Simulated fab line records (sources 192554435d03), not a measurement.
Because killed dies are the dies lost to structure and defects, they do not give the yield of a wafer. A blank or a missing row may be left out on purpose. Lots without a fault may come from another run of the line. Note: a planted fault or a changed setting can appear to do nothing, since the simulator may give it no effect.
Chamber matching -- flow n5-finfet -- 3 sister chambers for N5_PASSIVATION_PECVD_00 on pecvd-03
The step deposits SiO2 from SiH4/N2O, target thk 200 nm, time 11.2 s. 6 wafers are shown with their chamber, then 10 later ones without.

== WAFERS, EACH WITH ITS CHAMBER ==
wafer,chamber,showerhead-plenum-p-Torr (Torr),throttle-valve-pct (%)
L088.5,0,8.06,51.2
L087.3,0,8.07,51.4
L089.2,2,8.16,51.4
L089.4,1,8.12,50.2
L092.2,2,8.14,51.6
L092.4,1,8.12,50.6

== WAFERS WITHOUT THEIR CHAMBER ==
wafer,showerhead-plenum-p-Torr (Torr),throttle-valve-pct (%)
L092.6,8.02,51.3
L093.2,8.17,51.8
L093.5,8.04,51.0
L093.6,8.18,51.7
L096.2,8.03,51.3
L096.3,8.12,50.8
L096.4,8.18,51.5
L097.1,8.03,51.2
L097.2,8.12,50.9
L097.6,8.05,51.3

== WHICH CHAMBER EACH ONE RAN IN ==
wafer,from the rows above,in truth
L092.6,0,0
L093.2,2,2
L093.5,0,0
L093.6,2,2
L096.2,0,0
L096.3,1,1
L096.4,2,2
L097.1,0,0
L097.2,can't be placed: 1 or 2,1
L097.6,0,0
Correctly placed: 9 of 10. Cannot be placed on the basis of these rows: 1; the candidates contain the true chamber in 1. 0 placed wrongly.
How it was worked out, from the rows above alone: a wafer's distance from a chamber is the root of the sum, over the readings, of the square of ((its reading less the chamber's mean) divided by the reading's scatter). The wafer belongs to the nearest chamber; if the next one is less than 2 further off, it can't be placed. The mean given for a chamber averages the wafers shown for that chamber. How the scatter is found: for the shown wafers, subtract from each reading the mean of its chamber, square and add these, divide the total by (wafers less chambers), then take the root.
